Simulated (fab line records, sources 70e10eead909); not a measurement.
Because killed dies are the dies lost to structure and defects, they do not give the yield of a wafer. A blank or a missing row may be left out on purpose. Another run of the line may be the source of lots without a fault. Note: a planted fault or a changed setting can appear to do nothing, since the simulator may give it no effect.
Which of the tools did it? ; flow nandHarc ; 24 lots with 72 wafers sampled at 6 steps, on a route of 1159 steps

## WHAT THE GAUGES READ, wafer by wafer
NHARC_P_STI_OVL_MEAS_10. Usual: overlayXNm 0 nm, standard deviation 4.6; overlayYNm -2 nm, standard deviation 7.7.
lot;measured;on;overlayXNm (nm);overlayYNm (nm);flag
L074;day 2 11:09;overlay-02;5 5 5;-7 -7 -7;
L075;day 2 16:50;overlay-01;-5 -4 -4;2 3 3;
L076;day 3 01:13;overlay-02;0 0 0;-3 -3 -3;
L077;day 3 04:54;overlay-02;-1 -2 -2;8 7 8;
L078;day 3 12:41;overlay-01;4 3 4;6 7 7;
L079;day 3 17:16;overlay-02;9 9 8;-13 -14 -13;
L080;day 4 02:32;overlay-02;-5 -5 -5;0 0 0;
L081;day 4 02:43;overlay-01;2 2 1;-10 -9 -9;
L082;day 4 11:00;overlay-02;5 4 6;1 1 1;
L083;day 4 17:04;overlay-01;-3 -3 -3;-8 -8 -7;
L084;day 4 23:02;overlay-01;2 2 2;-2 -3 -3;
L085;day 5 06:44;overlay-01;4 4 4;11 11 11;
L086;day 5 11:22;overlay-01;-6 -7 -7;-6 -6 -6;
L088;day 5 22:44;overlay-02;1 1 1;-6 -7 -6;
L087;day 5 22:47;overlay-02;-6 -6 -5;0 0 0;
L090;day 6 07:28;overlay-02;2 2 1;10 10 11;
L089;day 6 07:37;overlay-01;4 5 4;-7 -8 -8;
L091;day 6 17:11;overlay-01;-5 -6 -6;11 10 11;
L092;day 6 23:38;overlay-01;-5 -5 -5;-21 -22 -21;
L093;day 7 04:49;overlay-01;-9 -9 -10;-1 -1 -1;
L094;day 7 13:50;overlay-01;2 3 3;-2 -1 -1;
L095;day 7 14:01;overlay-02;1 1 1;0 1 0;
L097;day 8 01:31;overlay-01;-6 -6 -6;2 3 3;
L096;day 8 01:33;overlay-02;2 2 2;-8 -7 -8;

NHARC_P_GATE_CD_MEAS_91 targets a cd of 2000 nm. Usual: cdNm 2000.6 nm, standard deviation 2.2.
lot;measured;on;cdNm (nm);flag
L074;day 5 05:01;cdSem-03;2000.9 1999.2 1997.7;
L075;day 5 14:47;cdSem-02;2006.1 2002.8 2000.5;
L076;day 5 18:22;cdSem-03;1999.4 1997.6 2001.1;
L077;day 5 18:55;cdSem-01;2002.1 2002.5 2001.3;
L078;day 6 07:26;cdSem-03;2001.5 2002.0 1998.3;
L079;day 6 08:07;cdSem-02;1997.4 1997.6 1997.0;
L080;day 7 01:27;cdSem-01;1998.8 2002.2 1998.2;
L081;day 7 01:55;cdSem-03;2003.6 2002.2 2005.1;
L082;day 7 07:41;cdSem-01;2001.9 1999.8 2001.7;
L083;day 7 18:25;cdSem-02;2005.1 2004.2 1999.4;
L084;day 8 13:40;cdSem-03;2006.4 1999.4 2002.3;
L085;day 8 12:19;cdSem-02;2000.9 1998.6 2002.1;
L086;day 8 18:41;cdSem-03;2002.8 2005.2 2000.7;
L088;day 8 13:58;cdSem-02;2000.7 2001.5 2004.8;
L087;day 8 19:16;cdSem-02;2003.2 1999.7 2001.1;
L090;day 9 04:08;cdSem-02;1999.7 2000.3 2000.8;
L089;day 9 03:32;cdSem-02;1998.9 1999.2 1997.9;
L091;day 9 15:02;cdSem-01;1998.8 1998.9 1999.3;
L092;day 9 21:31;cdSem-02;2001.3 1999.6 2002.6;
L093;day 9 19:27;cdSem-01;1999.6 1999.3 1999.4;
L094;day 10 09:55;cdSem-01;2003.2 2001.3 2002.6;
L095;day 10 09:29;cdSem-02;1998.8 1998.6 1999.6;
L097;day 10 21:51;cdSem-03;2003.3 1999.3 2001.8;
L096;day 10 22:37;cdSem-03;2001.6 1998.8 1998.9;

NHARC_P_CONTACT_OVL_MEAS_13. Usual: overlayXNm 0.1 nm, standard deviation 0.66; overlayYNm 0.4 nm, standard deviation 0.96.
lot;measured;on;overlayXNm (nm);overlayYNm (nm);flag
L074;day 5 10:12;overlay-02;0.2 0.3 -0.2;1.1 1.5 0.6;
L075;day 5 19:34;overlay-02;0.6 0.3 0.1;-0.4 -0.1 -0.1;
L076;day 5 23:18;overlay-02;0.9 1.2 0.9;1.0 1.4 0.8;
L077;day 6 00:09;overlay-01;-1.0 -0.6 -0.3;2.0 1.9 1.5;
L078;day 6 12:14;overlay-01;1.3 1.5 1.4;-0.8 -1.0 -1.1;
L079;day 6 12:54;overlay-02;0.0 0.5 -0.1;1.3 0.8 0.8;
L080;day 7 06:16;overlay-01;0.7 0.8 0.1;0.0 -0.9 -0.2;
L081;day 7 06:34;overlay-01;0.2 0.3 0.4;-0.9 -0.4 -1.0;
L082;day 7 12:47;overlay-01;1.5 0.8 1.5;1.0 0.1 0.6;
L083;day 7 23:16;overlay-02;0.0 0.0 -0.4;1.5 1.1 1.5;
L084;day 8 18:29;overlay-01;-0.7 -1.0 -1.0;0.9 1.1 1.9;
L085;day 8 17:13;overlay-01;-0.5 -0.6 -0.5;1.0 1.4 1.5;
L086;day 8 23:22;overlay-01;-1.3 -1.0 -1.2;-0.5 -0.5 -0.3;
L088;day 8 19:11;overlay-01;0.2 0.8 0.1;-0.8 -1.2 -1.0;
L087;day 9 00:33;overlay-01;-0.4 0.3 0.4;1.0 1.5 1.3;
L090;day 9 09:10;overlay-01;0.2 0.1 0.2;0.6 0.6 0.9;
L089;day 9 08:34;overlay-02;0.5 0.3 0.5;-0.2 -0.3 -0.4;
L091;day 9 19:51;overlay-01;0.1 0.2 0.2;1.3 1.3 1.5;
L092;day 10 02:18;overlay-01;-0.2 -0.6 -0.1;1.1 1.1 1.3;
L093;day 10 00:25;overlay-02;0.7 0.6 0.4;-0.8 -1.0 -1.1;
L094;day 10 15:03;overlay-01;-0.6 -0.4 -0.6;-0.1 -0.1 0.1;
L095;day 10 14:19;overlay-02;-0.3 -0.5 -0.7;-1.4 -0.8 -0.9;
L097;day 11 02:36;overlay-01;-0.2 0.3 0.0;0.8 1.6 1.3;
L096;day 11 03:23;overlay-01;0.2 -0.1 0.8;-0.3 -0.9 -0.3;

NHARC_P_M0_THK_MEAS_24: measures by xrf. Usual: thkNm 117.2 nm, standard deviation 1.5.
lot;measured;on;thkNm (nm);flag
L074;day 5 17:31;filmMetro-01;116.6 116.0 117.9;
L075;day 6 07:14;filmMetro-01;119.0 112.9 116.8;
L076;day 6 07:43;filmMetro-01;119.2 116.4 118.6;
L077;day 6 08:41;filmMetro-02;115.1 115.7 116.3;
L078;day 6 18:53;filmMetro-02;117.8 115.6 115.6;
L079;day 6 19:33;filmMetro-02;117.3 116.5 117.6;
L080;day 7 13:02;filmMetro-01;116.5 114.3 115.2;
L081;day 7 13:34;filmMetro-02;113.7 118.1 117.0;
L082;day 7 22:06;filmMetro-01;119.4 117.7 118.4;
L083;day 8 16:00;filmMetro-01;116.9 118.5 118.4;
L084;day 9 05:21;filmMetro-02;115.5 118.8 118.8;
L085;day 9 00:07;filmMetro-01;117.0 118.9 116.0;
L086;day 9 07:38;filmMetro-02;118.6 119.7 117.5;
L088;day 9 05:35;filmMetro-02;117.3 116.8 116.9;
L087;day 9 12:29;filmMetro-02;118.9 119.6 120.7;
L090;day 9 22:53;filmMetro-02;119.5 118.9 118.6;
L089;day 9 21:55;filmMetro-02;116.5 117.0 116.6;
L091;day 10 04:16;filmMetro-01;118.5 117.1 116.7;
L092;day 10 08:58;filmMetro-02;118.4 116.0 118.9;
L093;day 10 06:55;filmMetro-01;118.1 115.4 118.7;
L094;day 11 06:23;filmMetro-02;116.4 115.5 119.2;
L095;day 11 06:10;filmMetro-01;117.8 118.0 116.6;
L097;day 11 10:13;filmMetro-02;118.6 115.9 116.8;
L096;day 11 10:47;filmMetro-02;116.9 115.6 114.6;

## TOOL THAT RAN EACH LOT (tool first, then ch and the chambers of the sampled wafers, then the start)
lot;NHARC_P_GATE_DEGAS_109;NHARC_P_CONTACT_CMP_24
L074;pvdSputter-01, day 5 07:29;cmp-03 ch 0,2,3, day 5 13:42
L075;pvdSputter-01, day 5 16:55;cmp-04 ch 0,1,3, day 6 03:22
L076;pvdSputter-01, day 5 20:31;cmp-01 ch 0,2,3, day 6 03:55
L077;pvdSputter-03, day 5 21:22;cmp-01 ch 0,2, day 6 04:50
L078;pvdSputter-01, day 6 09:34;cmp-01 ch 0,2,3, day 6 15:02
L079;pvdSputter-01, day 6 10:14;cmp-01 ch 0,3, day 6 15:45
L080;pvdSputter-01, day 7 03:35;cmp-03 ch 0,1, day 7 09:04
L081;pvdSputter-02, day 7 04:02;cmp-01 ch 0,1,3, day 7 09:33
L082;pvdSputter-02, day 7 09:49;cmp-03 ch 0,3, day 7 18:01
L083;pvdSputter-03, day 7 20:32;cmp-03 ch 0,3, day 8 12:10
L084;pvdSputter-01, day 8 15:49;cmp-04 ch 0,1, day 9 01:14
L085;pvdSputter-02, day 8 14:34;cmp-01 ch 0,1,2, day 8 20:02
L086;pvdSputter-02, day 8 20:51;cmp-04 ch 0,1,2, day 9 03:52
L088;pvdSputter-02, day 8 16:22;cmp-04 ch 0,1,3, day 9 01:49
L087;pvdSputter-01, day 8 21:54;cmp-03 ch 0,1, day 9 08:46
L090;pvdSputter-03, day 9 06:31;cmp-03 ch 0,1, day 9 19:04
L089;pvdSputter-03, day 9 05:55;cmp-04 ch 1,2,3, day 9 18:08
L091;pvdSputter-01, day 9 17:08;cmp-04 ch 0,2,3, day 10 00:08
L092;pvdSputter-03, day 9 23:43;cmp-04 ch 1,2,3, day 10 05:12
L093;pvdSputter-02, day 9 21:36;cmp-01 ch 1,2,3, day 10 03:14
L094;pvdSputter-01, day 10 12:03;cmp-03 ch 1,3, day 11 02:21
L095;pvdSputter-02, day 10 11:39;cmp-01 ch 1,2,3, day 11 02:18
L097;pvdSputter-03, day 10 23:58;cmp-04 ch 1,2, day 11 06:07
L096;pvdSputter-01, day 11 00:44;cmp-03 ch 0,1,2, day 11 06:29
- NHARC_P_GATE_DEGAS_109: time 60 s.
- NHARC_P_CONTACT_CMP_24: polishes, t overpolish 30 s, target thk 200 nm.

## AS READ BY THE TOOLS THEMSELVES (means over the sampled wafers that have a number; for cases with no such wafer, the mark the record gives instead)
NHARC_P_GATE_DEGAS_109. Usual: heaterPowerW 456 W, standard deviation 28.
lot;tool;heaterPowerW (W);flag
L074;pvdSputter-01;461;
L075;pvdSputter-01;490;
L076;pvdSputter-01;475;
L077;pvdSputter-03;450;
L078;pvdSputter-01;494;
L079;pvdSputter-01;463;
L080;pvdSputter-01;453;
L081;pvdSputter-02;457;
L082;pvdSputter-02;436;
L083;pvdSputter-03;439;
L084;pvdSputter-01;468;
L085;pvdSputter-02;456;
L086;pvdSputter-02;429;
L088;pvdSputter-02;431;
L087;pvdSputter-01;473;
L090;pvdSputter-03;483;
L089;pvdSputter-03;427;
L091;pvdSputter-01;463;
L092;pvdSputter-03;454;
L093;pvdSputter-02;467;
L094;pvdSputter-01;461;
L095;pvdSputter-02;454;
L097;pvdSputter-03;452;
L096;pvdSputter-01;471;

NHARC_P_CONTACT_CMP_24. Usual: edgeZonePressureFrac 1.000, standard deviation 0.0049; motorCurrentA 12.2 A, standard deviation 1.3; overpolishRunS 30.002 s, standard deviation 0.0094; slurryFilterDpKPa 13.50 kPa, standard deviation 0.13; timeToEndpointS 39.8 s, standard deviation 2.7.
lot;tool;edgeZonePressureFrac;motorCurrentA (A);overpolishRunS (s);slurryFilterDpKPa (kPa);timeToEndpointS (s);flag
L074;cmp-03;0.998;11.7;30.000;13.34;43.1;
L075;cmp-04;0.996;12.6;30.000;13.46;42.3;
L076;cmp-01;1.000;12.2;30.007;13.65;40.3;
L077;cmp-01;1.000;13.9;30.002;13.57;39.0;
L078;cmp-01;1.001;12.2;30.004;13.55;39.4;
L079;cmp-01;0.996;11.0;30.000;13.55;42.7;
L080;cmp-03;1.006;11.4;30.000;13.47;44.1;
L081;cmp-01;0.999;11.8;29.998;13.46;40.9;
L082;cmp-03;1.002;12.1;30.005;13.47;40.0;
L083;cmp-03;0.998;11.5;30.000;13.57;38.0;
L084;cmp-04;0.996;13.2;30.000;13.49;35.0;
L085;cmp-01;1.000;13.2;30.008;13.55;37.9;
L086;cmp-04;1.003;13.3;29.998;13.51;36.8;
L088;cmp-04;1.000;12.8;30.005;13.58;39.0;
L087;cmp-03;0.998;11.4;30.001;13.32;40.4;
L090;cmp-03;0.999;11.5;30.004;13.37;40.4;
L089;cmp-04;1.000;13.0;30.008;13.57;38.4;
L091;cmp-04;1.000;13.0;30.000;13.58;40.2;
L092;cmp-04;1.001;12.9;30.004;13.58;39.5;
L093;cmp-01;1.001;11.8;30.002;13.39;39.3;
L094;cmp-03;0.996;11.9;30.007;13.45;39.6;
L095;cmp-01;1.000;12.0;29.988;13.54;40.9;
L097;cmp-04;1.002;13.0;30.005;13.55;35.7;
L096;cmp-03;1.005;11.5;30.010;13.50;40.3;

## THE ANSWER, worked out from the rows above alone
Rule: lot off if the mean of its wafers having a number is beyond 3 standard deviations from the usual mean. Also off: a lot with no number at a reading for which 4 or more lots have one. The other lots that the step has rows for count as sound. The gauges are gone through in route order, then the tools' own readings, and for those a lot's mean is taken as printed above. At the first step where some lot is off, the reading lying furthest off is the one used; lots without a number count as furthest.
No lot is off at any reading shown: from this, nothing can be told.

## WHAT WAS PUT IN BY THE SIMULATOR
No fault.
